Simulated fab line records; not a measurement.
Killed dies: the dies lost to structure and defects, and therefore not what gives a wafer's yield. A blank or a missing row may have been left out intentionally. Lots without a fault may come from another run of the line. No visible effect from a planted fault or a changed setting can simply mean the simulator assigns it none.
Chamber matching || flow n5-finfet || 4 sister chambers for N5_BEOL_M7_STRIP_36 on rie-diel-06
The step strips in N2/H2. 4 wafers are shown with their chamber, then 9 later ones without.

== WAFERS WITH THEIR CHAMBER ==
{"wafer": "L084.5", "chamber": 0, "showerhead-plenum-p-Torr (Torr)": 2.47}
{"wafer": "L084.6", "chamber": 1, "showerhead-plenum-p-Torr (Torr)": 2.68}
{"wafer": "L086.2", "chamber": 3, "showerhead-plenum-p-Torr (Torr)": 2.46}
{"wafer": "L086.6", "chamber": 2, "showerhead-plenum-p-Torr (Torr)": 2.50}

== WAFERS MISSING THEIR CHAMBER ==
{"wafer": "L091.1", "showerhead-plenum-p-Torr (Torr)": 2.67}
{"wafer": "L091.2", "showerhead-plenum-p-Torr (Torr)": 2.50}
{"wafer": "L091.6", "showerhead-plenum-p-Torr (Torr)": 2.50}
{"wafer": "L093.3", "showerhead-plenum-p-Torr (Torr)": 2.45}
{"wafer": "L093.4", "showerhead-plenum-p-Torr (Torr)": 2.47}
{"wafer": "L093.6", "showerhead-plenum-p-Torr (Torr)": 2.45}
{"wafer": "L097.2", "showerhead-plenum-p-Torr (Torr)": 2.45}
{"wafer": "L097.3", "showerhead-plenum-p-Torr (Torr)": 2.67}
{"wafer": "L097.6", "showerhead-plenum-p-Torr (Torr)": 2.45}

== WHICH CHAMBER EACH ONE RAN IN ==
{"wafer": "L091.1", "from the rows above": 1, "in truth": 1}
{"wafer": "L091.2", "from the rows above": 2, "in truth": 2}
{"wafer": "L091.6", "from the rows above": 2, "in truth": 2}
{"wafer": "L093.3", "from the rows above": "can't be placed: 3 or 0", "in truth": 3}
{"wafer": "L093.4", "from the rows above": "can't be placed: 0 or 3", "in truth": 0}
{"wafer": "L093.6", "from the rows above": "can't be placed: 3 or 0", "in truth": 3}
{"wafer": "L097.2", "from the rows above": "can't be placed: 3 or 0", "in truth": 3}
{"wafer": "L097.3", "from the rows above": 1, "in truth": 1}
{"wafer": "L097.6", "from the rows above": "can't be placed: 3 or 0", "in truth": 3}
Placed correctly: 4 of 9. Unplaceable from these rows: 5, with the true chamber sitting among the candidates in 5. Placed wrongly: 0.
How it was worked out, from the rows above alone: a wafer's distance from a chamber is the root of the sum, over the readings, of the square of ((its reading less the chamber's mean) divided by the reading's scatter). The wafer belongs to the nearest chamber; if the next one is less than 2 further off, it can't be placed. Each chamber's mean is taken over the wafers shown for it. The scatter: with one shown wafer a chamber, the root of the mean of the squares of how far each hidden wafer lies from its nearest shown one.
